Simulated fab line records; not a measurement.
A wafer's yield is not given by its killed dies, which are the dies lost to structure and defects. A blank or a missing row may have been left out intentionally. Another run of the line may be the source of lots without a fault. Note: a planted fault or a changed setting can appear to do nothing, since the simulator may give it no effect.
Lot-split experiment | flow n5 finfet | 21 wafers read from 7 lots, route of 1938 steps

THE SPLIT
At N5_SD_EPI_N_PEB_07 (peb time 60 s), the setting peb temp c was moved away from the recipe's 110 C on 5 of the 21 wafers read, by -2.4% to +2.1%. For the rest of the wafers, this setting stayed at what the recipe calls for.

THE PATH FROM SPLIT TO READING: the file shows 1 step between them
- N5_SD_EPI_N_DEVELOP_08: develop time 30 s

THE READING
cd nm, in nm, at N5_SD_EPI_N_CD_MEAS_09 (target cd 120 nm). A value of 120.2 nm with a standard deviation of 0.79 nm is what fault-free wafers of this fab line usually give.

wafer  | tool, chamber at the split | peb temp c as run, C | against the recipe | cd nm, nm | against lot-mates on the recipe
L075.1 | litho track-02, 0          | 110                  | recipe             | 119.1     | -
L075.2 | litho track-02, 0          | 110                  | recipe             | 121.1     | -
L075.6 | litho track-02, 0          | 110                  | recipe             | 120.4     | -
L077.2 | litho track-03, 0          | 110                  | recipe             | 119.4     | -
L077.5 | litho track-03, 0          | 111.5                | +1.4%              | 123.2     | +3.0
L077.6 | litho track-03, 0          | 110                  | recipe             | 120.9     | -
L081.1 | litho track-01, 0          | 110                  | recipe             | 119.1     | -
L081.3 | litho track-01, 0          | 110                  | recipe             | 119.9     | -
L081.6 | litho track-01, 0          | 112.3                | +2.1%              | 126.5     | +7.0
L083.3 | litho track-01, 0          | 110                  | recipe             | 121.5     | -
L083.4 | litho track-01, 0          | 107.4                | -2.4%              | 114.2     | -6.1
L083.5 | litho track-01, 0          | 110                  | recipe             | 119.2     | -
L084.1 | litho track-03, 0          | 110                  | recipe             | 120.5     | -
L084.5 | litho track-03, 0          | 110                  | recipe             | 120.1     | -
L084.6 | litho track-03, 0          | 110                  | recipe             | 120.6     | -
L095.1 | litho track-03, 0          | 110                  | recipe             | 120.4     | -
L095.2 | litho track-03, 0          | 110                  | recipe             | 119.5     | -
L095.3 | litho track-03, 0          | 110                  | recipe             | 120.8     | -
L096.1 | litho track-01, 0          | 108.2                | -1.6%              | 114.8     | -4.4
L096.4 | litho track-01, 0          | 110                  | recipe             | 119.2     | -
L096.6 | litho track-01, 0          | 108.2                | -1.6%              | 114.9     | -4.3

THE FIT
A straight line over all 21 wafers: cd nm changes by +2.83 nm for each +1% of peb temp c; r = +0.96; the points scatter about the line by 0.77 nm.
The same after taking each lot's own level away (the mean of its wafers on the recipe; 21 wafers): +2.78 nm for each +1%; r = +0.97; scatter 0.7 nm.
That fit puts the effect of the largest move of peb temp c on the reading at 6.6 nm.
Across the lots, their own levels run from 119.20 to 120.40 nm, a range of 1.5 times the standard deviation given above.
Hence the lot-to-lot level has little effect on the slope; both slopes agree.
Check: -6.7 nm against its lot-mates is what the line predicts for one of the wafers moved furthest among these (-2.4%) when that wafer is left out of the fit. It came out at -6.15 nm against them.

THE WHOLE CHAIN: every reading that the file lists as answering this split, in the file's order
step                    | what it does                                                | reading                                                         | change (the file's fit)              | r (the file's)
N5_SD_EPI_N_CD_MEAS_09  | target cd 120 nm                                            | cd nm                                                           | +2.8 nm for each +1% of the setting  | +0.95
N5_SD_EPI_N_DESCUM_14   | chemistry O2, time 7.9 s                                    | SD_EPI_N.cd nm (the simulator's own value, which no gauge read) | +2.87 nm for each +1% of the setting | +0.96
N5_SD_EPI_N_ETCH_35     | etches SOC in N2/H2, overetch 108 nm, time 486 s            | SD_EPI_N.cd nm (the simulator's own value, which no gauge read) | +2.59 nm for each +1% of the setting | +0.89
N5_SD_EPI_N_ETCHBACK_44 | etches SiNx in CH3F/O2, stops on SiO2, target depth 14.5 nm | SD_EPI_N.cd nm (the simulator's own value, which no gauge read) | +2.55 nm for each +1% of the setting | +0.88

THE FILE'S OWN FIT
cd nm changes by +2.8 nm for each +1% of peb temp c, r = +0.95.
